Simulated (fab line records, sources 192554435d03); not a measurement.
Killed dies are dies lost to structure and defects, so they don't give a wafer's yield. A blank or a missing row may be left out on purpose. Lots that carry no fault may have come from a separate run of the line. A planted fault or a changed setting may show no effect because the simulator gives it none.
Which tool did it? -- flow n5Finfet -- Sampling: 10 lots, 29 wafers, 4 of 1938 route steps

WHAT THE GAUGES SHOWED, per wafer
N5_BEOL_M4_RC_MEAS_101.
lot,measured,on,ION_P (uA/um)
L440,day 7 13:00,prober-02,469 473
L441,day 7 15:59,prober-02,471 462 464
L445,day 8 20:27,prober-01,392 385 385
L446,day 9 00:52,prober-01,460 461 464
L449,day 9 14:40,prober-02,452 461 455
L454,day 11 05:43,prober-01,474 457 467
L455,day 11 16:39,prober-02,457 451 459
L458,day 11 21:50,prober-01,465 461 464
L462,day 13 07:39,prober-01,455 456 463
L463,day 13 10:01,prober-01,466 472 478

WHAT TOOL EACH LOT RAN ON (gives the tool, then ch and the chambers of the sampled wafers, and finally the start)
lot,N5_SDB_ALD_29,N5_BEOL_M4_SPUTTER_88,N5_BEOL_M4_SPUTTER_90
L440,"aldSin-02 ch 1,2, day 3 19:43","pvdSputter-02, day 7 10:50","pvdSputter-02, day 7 11:04"
L441,"aldSin-03 ch 1,2,3, day 4 00:04","pvdSputter-01, day 7 13:40","pvdSputter-01, day 7 13:53"
L445,"aldSin-03 ch 0,2,3, day 5 00:49","pvdSputter-02, day 8 17:38","pvdSputter-02, day 8 17:52"
L446,"aldSin-04 ch 1,3, day 5 07:13","pvdSputter-01, day 8 22:50","pvdSputter-01, day 8 23:03"
L449,"aldSin-02 ch 1,2, day 5 23:40","pvdSputter-03, day 9 12:10","pvdSputter-03, day 9 12:23"
L454,"aldSin-04 ch 0,2,3, day 7 07:25","pvdSputter-01, day 11 03:40","pvdSputter-01, day 11 03:53"
L455,"aldSin-02 ch 0,2,3, day 7 16:29","pvdSputter-03, day 11 14:36","pvdSputter-03, day 11 14:50"
L458,"aldSin-04 ch 2,3, day 8 06:28","pvdSputter-02, day 11 19:41","pvdSputter-02, day 11 19:55"
L462,"aldSin-04 ch 0,2,3, day 9 07:01","pvdSputter-02, day 13 05:20","pvdSputter-02, day 13 05:33"
L463,"aldSin-04 ch 0,3, day 9 12:13","pvdSputter-02, day 13 07:52","pvdSputter-02, day 13 08:05"
- N5_SDB_ALD_29: deposits SiNx, target thk 30 nm, pulse time 1 s, ald cycles 600.
- N5_BEOL_M4_SPUTTER_88: material Cu, target thk 4.5 nm, time 8.29 s.
- N5_BEOL_M4_SPUTTER_90: material Cu, target thk 4.5 nm, time 8.29 s.

THE ANSWER, worked out from the rows above alone
Rule: what is usual is taken from the lots themselves. The widest of any qualifying gaps counts: lots, ordered by their means at a reading, are off when they make up no more than a third of the lots, leave a main group of 4 or more, and stand apart from it by 3 or more times the standard deviation of that group's means. A main group is skipped when, at the precision printed for the reading in the tables above, its means are all equal. Also off: a lot with no number at a reading for which 4 or more lots have one. The other lots that the step has rows for count as sound.
Off: L445, at N5_BEOL_M4_RC_MEAS_101 (ION_P). The main group: mean 463 uA/um, standard deviation 5.7.
A tool fits if, at a process step before that reading, it ran every lot that is off, and no sound lot after the first of them. Those tools and the gauges at N5_BEOL_M4_RC_MEAS_101 are tried in the same way. One fits: aldSin-03 at N5_SDB_ALD_29. A fault onset in the window from L441 (day 4 00:04, its last sound lot) to L445 (day 5 00:49, its first lot off) fits.

WHAT THE SIMULATOR HAD INSERTED
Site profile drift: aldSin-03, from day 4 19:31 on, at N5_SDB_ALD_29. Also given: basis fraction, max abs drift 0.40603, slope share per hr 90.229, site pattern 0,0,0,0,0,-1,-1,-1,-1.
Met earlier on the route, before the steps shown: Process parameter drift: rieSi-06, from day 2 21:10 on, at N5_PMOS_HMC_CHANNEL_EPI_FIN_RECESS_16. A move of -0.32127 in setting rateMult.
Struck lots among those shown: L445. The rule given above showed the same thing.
